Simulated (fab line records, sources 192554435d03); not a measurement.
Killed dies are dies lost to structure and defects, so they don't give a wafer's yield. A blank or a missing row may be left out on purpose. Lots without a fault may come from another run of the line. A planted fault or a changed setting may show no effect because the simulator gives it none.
Problem report in the 8D (eight disciplines) form, filled by code | flow n5_finfet | the parts of the form that need people (team, actions taken, sign-off) are left out

1. THE PROBLEM
run_length_s at N5_BEOL_M3_CO_CAP_55 reads a mean of 85.2 s on 3 wafers of 2 lots; wafers without a fault read 124.9 s with a standard deviation of 0.38. That is -99 or more standard deviations from the usual mean.
The step: material Co, precursor CCTBA/H2, target thk 2 nm, time 102.1 s.
First seen on wafer L854.6, day 10 13:13, on cvd_co-02. The record holds 28 wafers of 10 lots with a number at this step. Rule for "out", or "out of limits": more than 4 standard deviations from the usual mean. The other wafers with a number count as sound.

2. WHAT IT IS AND WHAT IT IS NOT
question                    | is                     | is not
which readings at this step | run_length_s           | -
which lots                  | L854, L855             | L846, L848, L849, L851, L863, L864, L867, L868
which wafers of those lots  | L854.6, L855.4, L855.6 | L854.2
read on which tools         | cvd_co-02              | cvd_co-01
when                        | from day 10 13:13      | up to then (13 sound wafers); but 12 sound wafers of L863, L864, L867, L868 came after

3. SUSPECTS, AND WHAT RULES EACH OUT
Counting: a tool at a process step up to the reading stays a suspect if it ran every lot that is out. Sound lots after the first of them don't rule it out here, since some wafers of a struck lot are sound.
- cvd_co-02 at N5_BEOL_M3_CO_CAP_55 (material Co, precursor CCTBA/H2, target thk 2 nm, time 102.1 s): kept. It ran every lot that is out, first L854 (day 10 13:13); its last sound lot up to then is L851 (day 9 20:40). Its own readings are out on those wafers: run_length_s.
- Within cvd_co-02 at N5_BEOL_M3_CO_CAP_55: the wafers that are out ran in chambers 0, 1; their sound lot-mates ran in chamber 2.
Left after counting: cvd_co-02 at N5_BEOL_M3_CO_CAP_55.

4. THE CAUSE (what the simulator had put in)
Process parameter drift: cvd_co-02, from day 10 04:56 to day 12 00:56, at N5_BEOL_M3_CO_CAP_55. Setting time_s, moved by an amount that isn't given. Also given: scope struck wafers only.
Counting left only this tool.

5. THE CHAIN OF EFFECTS, in route order
Each row: a reading whose mean over the struck wafers that have a number lies more than 3 standard deviations from the usual. Only readings for which the record gives a usual standard deviation are gone through. hours: the time from each lot's start at the first step in this table that gives one to its start at this step, as a median over the lots. sigmas: the change in usual standard deviations.
hours | step                 | reading      | usual   | on struck wafers | change | sigmas
0     | N5_BEOL_M3_CO_CAP_55 | run_length_s | 124.9 s | 85.2             | -39.7  | -99 or more
The process steps in it:
- N5_BEOL_M3_CO_CAP_55: material Co, precursor CCTBA/H2, target thk 2 nm, time 102.1 s.
Later measuring or inspecting steps at which every struck wafer that the step has a row for has a number for every such reading, and none has moved that far: N5_BEOL_M4_RC_MEAS_101.

6. WHAT WOULD HAVE CAUGHT IT SOONER
In this record the first reading out of limits was taken at day 10 13:13, 8 hours after the fault began at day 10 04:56.
